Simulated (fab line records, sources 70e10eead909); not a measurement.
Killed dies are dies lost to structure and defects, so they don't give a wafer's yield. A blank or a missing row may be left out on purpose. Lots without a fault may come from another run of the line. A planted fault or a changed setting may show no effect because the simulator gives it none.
Which tool did it? | flow nand_harc | 15 lots, 45 wafers sampled, at 5 steps of a route of 1302

WHAT THE GAUGES READ, wafer by wafer
NHARC_A_SOURCE_PLATE_THK_MEAS_09: measures by ellipsometry.
lot  | measured     | on            | thk_nm (nm)
L911 | day 7 18:10  | film_metro-02 | 9.3 10.0 7.2
L914 | day 8 21:14  | film_metro-01 | 10.2 8.4 10.8
L916 | day 10 08:09 | film_metro-02 | 9.5 8.2 9.9
L917 | day 10 14:49 | film_metro-01 | 8.7 9.0 11.2
L918 | day 10 18:30 | film_metro-01 | 9.2 9.3 9.7
L920 | day 11 06:00 | film_metro-01 | 9.8 10.0 10.6
L919 | day 11 06:01 | film_metro-02 | 10.4 8.6 9.2
L924 | day 13 08:51 | film_metro-01 | 9.5 8.3 9.5
L925 | day 13 16:04 | film_metro-01 | 8.8 8.3 9.1
L926 | day 14 04:00 | film_metro-02 | 9.7 10.4 10.8
L928 | day 14 14:33 | film_metro-02 | 9.1 9.4 11.5
L930 | day 15 10:02 | film_metro-02 | 11.2 12.1 10.7
L931 | day 16 05:21 | film_metro-01 | 11.6 9.7 10.2
L932 | day 16 05:21 | film_metro-02 | 9.8 9.7 8.8
L933 | day 16 14:35 | film_metro-01 | 7.7 8.5 9.2

NHARC_A_ONON_D1_THK_MEAS_30: measures by ellipsometry.
lot  | measured     | on            | thk_nm (nm)
L911 | day 8 17:25  | film_metro-02 | 1011 1009 1010
L914 | day 10 00:40 | film_metro-01 | 1002 1001 1002
L916 | day 11 11:20 | film_metro-02 | 1002 1002 1002
L917 | day 11 17:17 | film_metro-02 | 1077 1079 1077
L918 | day 11 22:08 | film_metro-02 | 1045 1046 1046
L920 | day 12 08:30 | film_metro-02 | 1025 1025 1026
L919 | day 12 08:29 | film_metro-01 | 1054 1054 1055
L924 | day 14 17:05 | film_metro-01 | 999 997 998
L925 | day 14 20:26 | film_metro-01 | 998 995 996
L926 | day 15 05:57 | film_metro-02 | 995 997 996
L928 | day 15 16:53 | film_metro-02 | 1011 1008 1010
L930 | day 16 12:11 | film_metro-02 | 984 985 985
L931 | day 17 08:23 | film_metro-01 | 1004 1004 1002
L932 | day 17 08:22 | film_metro-02 | 1004 1004 1005
L933 | day 17 17:35 | film_metro-01 | 1003 1004 1004

NHARC_A_ONON_D1_INSPECT_32.
lot  | measured     | on                | raw_defect_count
L911 | day 8 18:23  | defect_inspect-01 | 70 69 42
L914 | day 10 01:13 | defect_inspect-01 | 72 86 113
L916 | day 11 12:24 | defect_inspect-01 | 43 68 90
L917 | day 11 17:49 | defect_inspect-01 | 63 69 89
L918 | day 11 22:40 | defect_inspect-02 | 68 48 61
L920 | day 12 09:02 | defect_inspect-01 | 47 61 36
L919 | day 12 09:01 | defect_inspect-02 | 109 72 88
L924 | day 14 17:38 | defect_inspect-02 | 40 82 50
L925 | day 14 20:58 | defect_inspect-01 | 63 58 61
L926 | day 15 06:31 | defect_inspect-02 | 40 48 58
L928 | day 15 17:30 | defect_inspect-01 | 100 74 53
L930 | day 16 12:44 | defect_inspect-01 | 52 73 107
L931 | day 17 08:55 | defect_inspect-01 | 60 84 49
L932 | day 17 08:54 | defect_inspect-02 | 50 58 59
L933 | day 17 18:08 | defect_inspect-01 | 49 58 34

WHICH TOOL RAN EACH LOT (tool, then ch and the chambers of the sampled wafers, then the start)
lot  | NHARC_A_ONON_D1_DEP_28           | NHARC_A_ONON_D1_DEP_33
L911 | pecvd_onon-02 ch 0, day 8 17:02  | pecvd-02 ch 1,2, day 8 17:55
L914 | pecvd_onon-02 ch 0, day 10 00:08 | pecvd-03 ch 0,1, day 10 00:46
L916 | pecvd_onon-02 ch 0, day 11 10:56 | pecvd-03 ch 0,1,2, day 11 11:56
L917 | pecvd_onon-02 ch 0, day 11 16:46 | pecvd-03 ch 1,2, day 11 17:23
L918 | pecvd_onon-02 ch 0, day 11 21:38 | pecvd-02 ch 0,2, day 11 22:17
L920 | pecvd_onon-04 ch 0, day 12 08:02 | pecvd-03 ch 0,2, day 12 08:39
L919 | pecvd_onon-02 ch 0, day 12 08:02 | pecvd-02 ch 0,1,2, day 12 08:33
L924 | pecvd_onon-02 ch 0, day 14 16:46 | pecvd-03 ch 0,1,2, day 14 17:17
L925 | pecvd_onon-04 ch 0, day 14 20:02 | pecvd-03 ch 1,2, day 14 20:35
L926 | pecvd_onon-04 ch 0, day 15 05:25 | pecvd-04 ch 1,2, day 15 06:03
L928 | pecvd_onon-02 ch 0, day 15 16:23 | pecvd-02 ch 0,1,2, day 15 17:00
L930 | pecvd_onon-04 ch 0, day 16 11:44 | pecvd-02 ch 0,1,2, day 16 12:14
L931 | pecvd_onon-04 ch 0, day 17 07:52 | pecvd-04 ch 0,2, day 17 08:29
L932 | pecvd_onon-01 ch 0, day 17 07:55 | pecvd-02 ch 0,2, day 17 08:26
L933 | pecvd_onon-02 ch 0, day 17 17:05 | pecvd-04 ch 0,1,2, day 17 17:39
- NHARC_A_ONON_D1_DEP_28: target thk 1000 nm.
- NHARC_A_ONON_D1_DEP_33: deposits SiO2, target thk 200 nm.

WHAT THE TOOLS THEMSELVES READ (means of the sampled wafers that have a number; where no wafer has one, the mark that the record gives instead)
NHARC_A_ONON_D1_DEP_33.
lot  | tool     | chamber_pressure_Torr (Torr) | heater_power_w (W) | rf_fwd_power_W (W) | throttle_valve_pct (%)
L911 | pecvd-02 | 6.498                        | 497                | 898.7              | 16.8
L914 | pecvd-03 | 6.504                        | 696                | 896.4              | 15.7
L916 | pecvd-03 | 6.501                        | 599                | 897.6              | 15.9
L917 | pecvd-03 | 6.493                        | 675                | 894.6              | 15.7
L918 | pecvd-02 | 6.513                        | 502                | 897.0              | 16.1
L920 | pecvd-03 | 6.495                        | 578                | 897.7              | 15.9
L919 | pecvd-02 | 6.490                        | 517                | 896.8              | 16.3
L924 | pecvd-03 | 6.501                        | 621                | 898.8              | 15.9
L925 | pecvd-03 | 6.505                        | 573                | 898.1              | 15.9
L926 | pecvd-04 | 6.483                        | 564                | 896.9              | 16.0
L928 | pecvd-02 | 6.505                        | 549                | 898.8              | 16.6
L930 | pecvd-02 | 6.518                        | 499                | 897.8              | 16.5
L931 | pecvd-04 | 6.474                        | 694                | 898.3              | 15.9
L932 | pecvd-02 | 6.501                        | 537                | 896.9              | 17.0
L933 | pecvd-04 | 6.500                        | 620                | 897.3              | 15.9

THE ANSWER, worked out from the rows above alone
Rule: what is usual is taken from the lots themselves. Put in order of their means at a reading, lots are off if they are a third of the lots or fewer, leave a main group of 4 or more, and stand apart from it by a gap of 3 or more times the standard deviation of the main group's means; of several such gaps the widest counts. A main group whose means are all the same, to the digits that the tables above print for the reading, isn't used. A lot without any number at a reading at which 4 lots or more have one is off too. The other lots that the step has rows for count as sound. The gauges are gone through in route order, then the tools' own readings, and for those a lot's mean is taken as printed above. The first step at which some lot is off is used, and at that step the reading that is off furthest; a lot without a number counts as furthest.
No lot is off at any reading shown: from this, nothing can be told.

WHAT THE SIMULATOR HAD PUT IN
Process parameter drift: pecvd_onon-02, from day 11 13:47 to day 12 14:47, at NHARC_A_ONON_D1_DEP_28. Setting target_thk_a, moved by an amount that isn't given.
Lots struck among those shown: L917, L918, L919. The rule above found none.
